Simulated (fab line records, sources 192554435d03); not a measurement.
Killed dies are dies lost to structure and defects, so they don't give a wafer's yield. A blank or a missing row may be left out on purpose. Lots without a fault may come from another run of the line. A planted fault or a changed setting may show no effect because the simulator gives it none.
fab line records | flow n5_finfet
record lots=6 wafers=18 last_day=19
route steps=1938 shown HKMG_FIN@391 PASSIVATION@1936
lots that met no fault: from a run of the same line without faults
start_h: hours from the record's first day to the start of the lot's first wafer shown | wait_h: hours since the lot's step before | " the same as in the row above | L1.1+2: a row that stands for several wafers | - no value, or no start given | * or withheld: withheld | < > ~ a bound
route shown NAME@n: a module of which the file shows steps, and the number in the route of the first | usual: mean/standard deviation of fault-free wafers | same: alike in all rows | chamber/n: place in a boat | sites: the reading at each site | _std_site: their standard deviation | _edge_site: outer sites' mean less inner sites' | radius_mm: how far each site lies from the wafer's centre | mask NAME#n: copy n | behind: the tool/chamber that last shaped the wafer | hold: why the lot was held/for how many hours/how that ended | device: the transistor (n, p or np) that didn't switch | end of line: the same wafers' tests at the end of the route | a step without rows: its recipe alone | killed: dies lost to structure and defects at the first sort, not the wafer's yield | map: a wafer's dies, x killed, . not, _ none there
set.NAME: the setting as run; set.NAME@STEP: as run at that earlier step | model.NAME: the simulator's own value behind a step, which no gauge read
lots at some steps of the route; a table a step, a row a wafer
services: from which hour (start_h, from the record's first day; less than 0 if before it) a tool's chamber was out of use, for how many hours, and why
## steps
# step N5_HKMG_FIN_COAT_42
# recipe resist=SiARC temp_c=220 time_s=60 spin_rpm=1500 resist_thk_nm=35
# step N5_HKMG_FIN_COAT_43
# recipe resist=CAR-ArF spin_rpm=1500 resist_thk_nm=90
# step N5_HKMG_FIN_EBR_45
# recipe solvent=PGMEA ebr_width_mm=1.5
# step N5_HKMG_FIN_SOFTBAKE_44
# recipe temp_c=110 time_s=60 resist=CAR-ArF
# step N5_HKMG_FIN_EXPOSE_46
# recipe mask_id=NDIPOLE na=1.35 source_shape=conventional sigma_outer=0.8 polarization=unpolarized dose_mj=40
# step N5_HKMG_FIN_PEB_47
# recipe peb_temp_c=withheld peb_time_s=60 resist=CAR-ArF
# step N5_HKMG_FIN_DEVELOP_48
# recipe develop_time_s=30 developer=TMAH resist=CAR-ArF rinse_liquid=diw dry=air_spin dev_temp_c=23
# step N5_HKMG_FIN_CD_MEAS_49
# recipe target_cd_nm=202 landing_energy_ev=500 detector=se_inlens polarity=opening
# usual cd_nm=201.8/0.86
# columns lot.wafer tool chamber start_h wait_h cd_nm
L649.1 cd_sem-03 0 74.99 - 202.1
L649.4 " 0 " " 201.3
L649.6 " 0 " " 201.3
L656.1 cd_sem-02 0 117.77 - 202.5
L656.2 " 0 " " 202.2
L656.5 " 0 " " 202.1
L662.1 cd_sem-03 0 150.59 - 201.8
L662.2 " 0 " " 201.5
L662.5 " 0 " " 203.3
L663.2 cd_sem-03 0 155.10 - 202.0
L663.5 " 0 " " 202.1
L663.6 " 0 " " 201.0
L667.2 cd_sem-01 0 178.57 - 203.0
L667.5 " 0 " " 202.2
L667.6 " 0 " " 202.4
L668.3 cd_sem-03 0 184.40 - 201.8
L668.4 " 0 " " 203.3
L668.6 " 0 " " 202.7
# step N5_HKMG_FIN_OVL_MEAS_50
# recipe points_per_wafer=44
# usual NDIPOLE_OVL=0.1/0.81
# columns lot.wafer tool chamber start_h wait_h NDIPOLE_OVL[nm]
L649.1 overlay-01 0 75.03 0.0 0.8
L649.4 " 0 " " 0.0
L649.6 " 0 " " 0.1
L656.1 overlay-02 0 117.80 0.0 0.4
L656.2 " 0 " " 0.7
L656.5 " 0 " " 0.9
L662.1 overlay-02 0 150.62 0.0 -1.5
L662.2 " 0 " " 0.8
L662.5 " 0 " " 1.1
L663.2 overlay-01 0 155.13 0.0 1.3
L663.5 " 0 " " 0.3
L663.6 " 0 " " 0.5
L667.2 overlay-02 0 178.60 0.0 1.6
L667.5 " 0 " " -0.2
L667.6 " 0 " " 0.3
L668.3 overlay-02 0 184.43 0.0 -0.2
L668.4 " 0 " " -0.3
L668.6 " 0 " " -0.1
# step N5_HKMG_FIN_INSPECT_61
# recipe mode=adi inspect_instrument=macro
# usual raw_defect_count=2.0/1.4
# columns lot.wafer tool chamber start_h wait_h raw_defect_count
L649.1 defect_inspect-02 - 75.05 0.0 0
L649.4 " - " " 2
L649.6 " - " " 3
L656.1 defect_inspect-02 - 117.82 0.0 1
L656.2 " - " " 3
L656.5 " - " " 1
L662.1 defect_inspect-02 - 150.65 0.0 3
L662.2 " - " " 2
L662.5 " - " " 0
L663.2 defect_inspect-01 - 155.15 0.0 1
L663.5 " - " " 1
L663.6 " - " " 2
L667.2 defect_inspect-01 - 178.62 0.0 4
L667.5 " - " " 3
L667.6 " - " " 2
L668.3 defect_inspect-02 - 184.46 0.0 6
L668.4 " - " " 3
L668.6 " - " " 0
# step N5_HKMG_FIN_DESCUM_53
# recipe chemistry=O2 time_s=7.9 source_power_w=50 bias_power_w=20 pressure_mtorr=20 rf_frequency_hz=2.712e+07 temp_c=40 resist=CAR-ArF o2_flow_sccm=225
# usual drypump_motor_current_A=5.6/0.43 oes_product_au=0.79/0.052 rf_vpp_V=243.0/1.3 showerhead_plenum_p_Torr=2.09/0.068 temp_c=40.00/0.11 throttle_valve_pct=20.38/0.19
# same time_s=7.9
# columns lot.wafer tool chamber start_h wait_h drypump_motor_current_A oes_product_au rf_hours_counter_h rf_vpp_V showerhead_plenum_p_Torr temp_c throttle_valve_pct
L649.1 rie_diel-04 3 75.08 0.0 5.6 0.73 166 244.3 2.18 39.91 20.33
L649.4 " 2 " " 4.8 0.71 240 243.2 2.14 40.07 20.74
L649.6 " 2 " " 4.8 0.71 - 243.1 2.14 40.13 20.74
L656.1 rie_diel-01 1 117.86 0.0 5.7 0.83 75 242.6 2.04 39.93 20.16
L656.2 " 2 " " 5.6 0.83 69 244.4 2.13 39.88 20.27
L656.5 " 2 " " 5.6 0.83 - 243.4 2.13 39.89 20.26
L662.1 rie_diel-01 1 150.68 0.0 5.8 0.80 88 241.7 2.03 39.93 20.16
L662.2 " 0 " " 6.2 0.76 117 241.4 2.03 39.94 20.65
L662.5 " 2 " " 5.6 0.82 - 242.6 2.12 40.12 20.27
L663.2 rie_diel-01 1 155.18 0.0 5.8 0.80 89 241.8 2.03 39.91 20.15
L663.5 " 1 " " 5.8 0.80 - 241.4 2.03 39.78 20.19
L663.6 " 2 " " 5.6 0.81 - 243.9 2.12 40.25 20.30
L667.2 rie_diel-02 2 178.66 0.0 5.8 0.78 99 244.2 2.17 40.04 20.14
L667.5 " 3 " " 4.8 0.84 - 244.3 2.16 40.01 20.67
L667.6 " 2 " " 5.8 0.78 - 244.7 2.17 39.89 20.15
L668.3 rie_diel-02 1 184.53 0.1 5.2 0.75 127 243.2 2.09 39.90 20.31
L668.4 " 0 " " 6.1 0.79 - 242.8 1.99 40.09 20.31
L668.6 " 2 " " 5.8 0.78 - 243.0 2.16 39.95 20.15
# step N5_HKMG_FIN_ETCH_54
# recipe chemistry=CF4 target=SiARC target_depth_a=455 mask_material=CAR-ArF time_s=75.8 ion_energy_ev=80 pressure_mtorr=40 source_w=545 bias_w=36 Ar_flow_sccm=100 cf4_flow_sccm=100 ends=cleared
# usual drypump_motor_current_A=5.6/0.43 etch_rf_on_time_s=76.3/2.5 mfc_ar_sccm=99.98/0.3 oes_product_au=0.68/0.044 rf_vpp_V=184.1/1.3 showerhead_plenum_p_Torr=2.14/0.075 throttle_valve_pct=15.55/0.13
# columns lot.wafer tool chamber start_h wait_h drypump_motor_current_A etch_rf_on_time_s mfc_ar_sccm oes_product_au rf_hours_counter_h rf_vpp_V showerhead_plenum_p_Torr throttle_valve_pct
L649.1 rie_diel-04 3 75.12 0.0 5.7 77.1 99.57 0.63 166 185.6 2.23 15.65
L649.4 " 2 " " 4.7 72.8 100.21 0.60 240 185.6 2.20 16.05
L649.6 " 2 " " 4.7 73.1 99.86 0.61 - 184.8 2.20 16.04
L656.1 rie_diel-01 1 117.89 0.0 5.8 77.2 100.33 0.70 75 183.4 2.09 15.40
L656.2 " 2 " " 5.6 73.8 100.03 0.71 69 184.0 2.15 15.34
L656.5 " 2 " " 5.6 74.5 99.94 0.70 - 185.0 2.15 15.32
L662.1 rie_diel-01 1 150.72 0.0 5.7 77.7 99.81 0.68 88 182.5 2.09 15.43
L662.2 " 0 " " 6.3 75.2 100.40 0.66 117 182.2 2.07 15.74
L662.5 " 2 " " 5.6 74.7 100.01 0.71 - 185.1 2.15 15.37
L663.2 rie_diel-01 1 155.22 0.0 5.8 78.1 100.01 0.68 89 182.9 2.09 15.41
L663.5 " 1 " " 5.7 77.5 99.82 0.68 - 183.7 2.09 15.44
L663.6 " 2 " " 5.6 74.9 99.89 0.69 - 184.1 2.14 15.37
L667.2 rie_diel-02 2 178.69 0.0 5.8 81.5 100.01 0.65 99 185.1 2.27 15.55
L667.5 " 3 " " 4.8 74.8 99.78 0.74 - 185.2 2.16 15.53
L667.6 " 2 " " 5.8 81.8 99.99 0.65 - 185.3 2.27 15.54
L668.3 rie_diel-02 1 184.57 0.0 5.2 75.9 100.13 0.64 127 185.1 2.14 15.50
L668.4 " 0 " " 6.1 75.7 100.38 0.67 - 182.9 2.05 15.65
L668.6 " 2 " " 5.8 82.1 99.58 0.65 - 184.4 2.27 15.56
# step N5_HKMG_FIN_ETCH_55
# recipe chemistry=N2/H2 target=SOC target_depth_a=2400 temp_c=40 time_s=300 ion_energy_ev=200 mask_material=SiARC pressure_mtorr=30 source_w=840 bias_w=150 n2_flow_sccm=200 h2_flow_sccm=200
# usual drypump_motor_current_A=5.6/0.43 h2_flow_sccm=200.0/0.61 oes_product_au=0.79/0.05 rf_vpp_V=524.0/2.5 showerhead_plenum_p_Torr=2.55/0.097 temp_c=39.99/0.11 throttle_valve_pct=17.86/0.18
# same time_s=300
# columns lot.wafer tool chamber start_h wait_h drypump_motor_current_A h2_flow_sccm oes_product_au rf_hours_counter_h rf_vpp_V showerhead_plenum_p_Torr temp_c throttle_valve_pct
L649.1 rie_diel-04 3 75.17 0.0 5.6 200.0 0.74 167 526.0 2.64 39.97 17.86
L649.4 " 2 " " 4.7 200.6 0.71 240 525.2 2.64 39.87 18.50
L649.6 " 2 " " 4.8 201.5 0.71 - 525.4 2.64 39.85 18.49
L656.1 rie_diel-01 1 117.95 0.0 5.8 199.7 0.82 76 523.2 2.44 40.28 17.39
L656.2 " 2 " " 5.7 200.3 0.83 69 525.4 2.58 39.99 17.63
L656.5 " 2 " " 5.6 199.9 0.82 - 525.5 2.58 39.87 17.63
L662.1 rie_diel-01 1 150.77 0.0 5.8 219.7 0.82 88 522.0 2.50 39.96 18.03
L662.2 " 0 " " 6.3 219.6 0.78 118 521.0 2.49 39.95 18.44
L662.5 " 2 " " 5.6 220.4 0.83 - 524.8 2.64 39.88 18.28
L663.2 rie_diel-01 1 155.27 0.0 5.7 218.9 0.81 89 519.7 2.50 40.05 18.04
L663.5 " 1 " " 5.7 219.6 0.82 - 521.1 2.50 40.08 18.06
L663.6 " 2 " " 5.6 219.4 0.82 - 524.1 2.63 40.11 18.28
L667.2 rie_diel-02 2 178.75 0.0 5.8 199.5 0.75 99 527.6 2.70 40.06 17.96
L667.5 " 3 " " 4.9 199.7 0.85 - 525.4 2.62 40.04 18.02
L667.6 " 2 " " 5.8 200.3 0.74 - 528.5 2.70 40.03 17.98
L668.3 rie_diel-02 1 184.63 0.0 5.2 199.9 0.76 127 525.3 2.55 40.16 17.87
L668.4 " 0 " " 6.1 199.8 0.80 - 522.5 2.43 40.05 17.82
L668.6 " 2 " " 5.8 200.5 0.74 - 527.9 2.69 39.84 17.97
# step N5_HKMG_FIN_STRIP_56
# recipe chemistry=N2/H2 temp_c=40 n2_flow_sccm=200 h2_flow_sccm=200 rf_frequency_hz=6e+07
# step N5_PASSIVATION_PROBE_49
# usual defect_limited_yield=91.1/1.4 killed_at_M0_to_M3=34/11 killed_at_M4_up=14/5.6 killed_at_contacts=13/5.9 killed_at_front_end=40/11 killed_at_other=4/3.1 killed_dies=105/16 killed_open=68/11 killed_short=34/8.4 sort_bin_4_leakage=0.01/0.11 sort_bin_5_function=5.2/0.86 sort_bin_6_memory=3.2/0.7 sort_bin_8_speed=0.1/1.1 sort_n_pass=1074/21 sort_yield_pct=91.0/1.8
# same gross_dies=1180 killed_at_back_side=0
# columns lot.wafer tool chamber start_h wait_h defect_limited_yield[%] killed_at_M0_to_M3 killed_at_M4_up killed_at_contacts killed_at_front_end killed_at_other killed_dies killed_open killed_short sort_bin_4_leakage[%] sort_bin_5_function[%] sort_bin_6_memory[%] sort_bin_8_speed[%] sort_n_pass sort_yield_pct[%]
L649.1 prober-01 - 285.99 0.0 93.2 18 9 17 29 7 80 58 22 0 4.0 2.5 0.1 1099 93.1
L649.4 prober-01 - 286.14 0.2 92.4 35 8 9 34 4 90 63 26 0 5.1 2.5 0 1090 92.4
L649.6 prober-01 - 286.24 0.3 90.6 38 11 18 40 4 111 73 35 0 5.3 3.9 0 1069 90.6
L656.1 prober-02 - 320.17 0.0 89.1 51 13 20 39 6 129 93 33 0 6.3 4.4 0 1051 89.1
L656.2 prober-02 - 320.22 0.1 90.6 45 13 20 32 1 111 75 32 0 5.5 3.5 0 1069 90.6
L656.5 prober-02 - 320.37 0.2 89.8 41 17 16 41 5 120 88 28 0 6.2 3.6 0 1060 89.8
# killed by level:class
L649.1 MOL_CONTACT_COAG:geometric_particle:open=11 MOL_CONTACT_COAG:geometric_particle:short=6 STARTING-WAFER:geometric_particle:open=6 BEOL_M3:geometric_particle:open=5 FIN_SAQP:geometric_particle:open=4 DUMMY_GATE:geometric_particle:open=4 BEOL_M0_SAQP:geometric_particle:short=4 FIN_SAQP:geometric_particle:short=3
L649.4 BEOL_M0_SAQP:geometric_particle:open=14 STI_FIN_REVEAL:geometric_particle:open=12 MOL_CONTACT_COAG:geometric_particle:open=8 BEOL_M0_SAQP:geometric_particle:short=8 BEOL_M2:geometric_particle:open=8 FIN_SAQP:geometric_particle:short=5 FIN_SAQP:geometric_particle:open=4 BEOL_M1:geometric_particle:short=3
L649.6 BEOL_M2:geometric_particle:open=11 MOL_CONTACT_COAG:geometric_particle:open=10 FIN_SAQP:geometric_particle:short=9 MOL_CONTACT_COAG:geometric_particle:short=8 FIN_SAQP:geometric_particle:open=7 STI_FIN_REVEAL:geometric_particle:open=7 BEOL_M3:geometric_particle:open=7 BEOL_M0_SAQP:geometric_particle:short=6
L656.1 MOL_CONTACT_COAG:geometric_particle:open=18 BEOL_M2:geometric_particle:open=15 STI_FIN_REVEAL:geometric_particle:open=11 FIN_SAQP:geometric_particle:open=10 BEOL_M1:geometric_particle:open=8 BEOL_M4:geometric_particle:open=7 BEOL_M3:geometric_particle:open=6 BEOL_M0_SAQP:geometric_particle:open=5
L656.2 MOL_CONTACT_COAG:geometric_particle:open=17 BEOL_M3:geometric_particle:open=12 BEOL_M0_SAQP:geometric_particle:short=10 BEOL_M0_SAQP:geometric_particle:open=8 BEOL_M4:geometric_particle:open=8 FIN_SAQP:geometric_particle:short=7 BEOL_M2:geometric_particle:open=7 DUMMY_GATE:geometric_particle:open=5
L656.5 MOL_CONTACT_COAG:geometric_particle:open=12 STI_FIN_REVEAL:geometric_particle:open=11 BEOL_M2:geometric_particle:open=9 FIN_SAQP:geometric_particle:open=8 BEOL_M3:geometric_particle:open=8 BEOL_M4:geometric_particle:open=7 BEOL_M0:geometric_particle:open=7 BEOL_M0_SAQP:geometric_particle:short=5
## services
# columns tool chamber start_h hours kind
rie_diel-01 - 55.43 14.6 pm
rie_diel-01 1 71.65 13.0 repair
rie_diel-04 3 85.35 15.4 repair
rie_diel-01 3 89.17 31.4 repair
rie_diel-04 2 100.77 - clean
rie_diel-04 2 100.77 - consumable_replace:focus_ring
rie_diel-04 2 100.77 24.5 scheduled_down
rie_diel-04 2 100.77 24.5 vent_cycle
rie_diel-01 - 116.22 0.3 repair
rie_diel-04 - 134.04 2.8 pm
rie_diel-02 2 180.71 1.5 repair
rie_diel-02 3 182.82 5.4 repair
## key
first_sign step=N5_HKMG_FIN_ETCH_55 reading=h2_flow_sccm direction=up sigmas=32 usual=200.0 struck=219.6
effect step=N5_HKMG_FIN_ETCH_55 reading=throttle_valve_pct direction=up sigmas=1.8 usual=* struck=*
met_at N5_HKMG_FIN_ETCH_55
struck_wafers L662.1,L662.2,L662.5,L663.2,L663.5,L663.6
rows_end L662.1,L662.2,L662.5,L663.2,L663.5,L663.6
onset_between 117.95 150.77
fault kind=process_parameter_drift tool=rie_diel-01 chamber=- onset_h=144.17 steps=N5_HKMG_FIN_ETCH_55 channel=h2_flow_sccm offset=20 shape=step acts_in=these_recipes_only stated=200
# rows_end: these wafers met a further fault down the route, and their rows from its step on are left out
